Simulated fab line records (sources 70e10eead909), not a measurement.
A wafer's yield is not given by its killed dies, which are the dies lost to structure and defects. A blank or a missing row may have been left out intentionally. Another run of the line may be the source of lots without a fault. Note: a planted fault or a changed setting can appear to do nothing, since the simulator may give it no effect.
A struck lot beside a sound one :: flow nand-harc :: 14 steps out of a route of 1302
Sound: wafers L578.2, L578.4, L578.6. Struck: wafer L592.3 (L592.2, L592.6, from the same lot, were not struck and are left out); the cause is given at the end.
Per side, at each step with rows, come the tool, then ch with its chambers, and then its first start. Under that, the readings that differ: sound wafers :: struck wafers :: difference of the means :: sigmas: that difference in standard deviations of wafers without a fault.
alike: same words and numbers on both sides, and readings whose means sit less than 2 such deviations apart. not compared: any withheld reading, any reading some wafer has no value for, any bound like >300 that may hide the same value, and any number with overlapping values for which the record gives no deviation.
Wherever a step has rows on one side only, a row that says differs or no value, or a row with sigmas, the two part there. Numbers that don't overlap but have no deviation are shown without sigmas and don't part them. A reading missing from all wafers of one side parts the sides only when that side holds two or more wafers.

first, 4 steps without rows for these wafers: NHARC_A_WL_FILL_STRIP_28 (strips in post etch residue remover, time 1200 s); NHARC_A_WL_FILL_PRECLEAN_06 (cleans in DIW, time 300 s); NHARC_A_WL_FILL_SRD_07; NHARC_A_WL_FILL_ANNEAL_08 (time 1800 s).
NHARC_A_WL_FILL_ALD_10: deposits SiO2, target thk 50 nm, pulse time 10 s, ald cycles 500.
  sound on ald-hk-04 ch 0,1, day 24 14:44; struck on ald-hk-02 ch 1, day 29 14:27
  alike: heater-power-w, precursor-pulse-height-rel, susceptor-temp-C
NHARC_A_WL_FILL_ETCHBACK_16: etches the open film in C4F8/O2/Ar, target depth 120 nm, time 24 s.
  sound on rie-diel-05 ch 0,2,3; struck on rie-diel-03 ch 0
reading: chamber-pressure-mTorr (mTorr)
sound: 25.025 25.004 25.016
struck: 24.955
difference: -0.060
sigmas: -3

reading: oes-product-au (a.u.)
sound: 0.92 0.93 0.92
struck: 1.00
difference: +0.08
sigmas: +3
  alike: rf-vpp-V
  not compared: rf-hours-counter-h
NHARC_A_WL_FILL_STRIP_29: strips in O2, time 20 s.
  sound on rie-diel-05 ch 2,3, day 24 19:31; struck on rie-diel-03 ch 0, day 29 18:41
reading: chamber-pressure-mTorr (mTorr)
sound: 60.06 60.00 60.10
struck: 59.90
difference: -0.15
sigmas: -3
  alike: drypump-motor-current-A, oes-product-au, rf-vpp-V, showerhead-plenum-p-Torr, throttle-valve-pct
  not compared: rf-hours-counter-h
NHARC_A_WL_FILL_ETCHBACK_17: etches the open film in Cl2/BCl3, target depth 4 nm, time 26.7 s.
  sound on rie-metal-03 ch 0,1, day 24 19:37; struck on rie-metal-01 ch 0, day 29 18:47
  alike: chamber-pressure-mTorr, drypump-motor-current-A, oes-product-au
  not compared: rf-hours-counter-h
then, 3 steps without rows for these wafers: NHARC_A_WL_FILL_PRECLEAN_18 (cleans in dHF, time 30 s); NHARC_A_WL_FILL_SRD_21; NHARC_A_WL_FILL_CVD_23 (deposits poly-Si, target thk 40 nm, time 800 s).
NHARC_A_WL_FILL_ETCHBACK_26: etches the open film in HBr, target depth 52 nm, time 13.3 s.
  sound on rie-si-02 ch 0,1,3, day 25 02:00; struck on rie-si-06 ch 0, day 29 23:56
reading: oes-product-au (a.u.)
sound: 0.994 0.998 0.991
struck: 0.836
difference: -0.158
sigmas: -17
  alike: chamber-pressure-mTorr, drypump-motor-current-A, throttle-valve-pct
  not compared: rf-hours-counter-h
then, 1 step without rows for these wafers: NHARC_A_WL_FILL_PRECLEAN_30 (cleans in dHF, time 10 s).
-- record jumps: 3 days between struck wafers' starts before vs after; left off in module A_WL_FILL, resumes in module END, first step shown is number 1302 of the route --
NHARC_END_SORT_01:
  sound on prober-01 ch 0, day 28 08:24; struck on prober-02 ch 0, day 33 04:56
  alike: killed-at-array, killed-at-other, killed-at-periphery, killed-dies, killed-open, killed-short

== WHERE THEY PART ==
Last at NHARC_A_WL_FILL_ETCHBACK_26 as far as this record goes, first at NHARC_A_WL_FILL_ETCHBACK_16. Later steps at which nothing parts them and some readings are alike: NHARC_END_SORT_01.

WHY: what the simulator had put in
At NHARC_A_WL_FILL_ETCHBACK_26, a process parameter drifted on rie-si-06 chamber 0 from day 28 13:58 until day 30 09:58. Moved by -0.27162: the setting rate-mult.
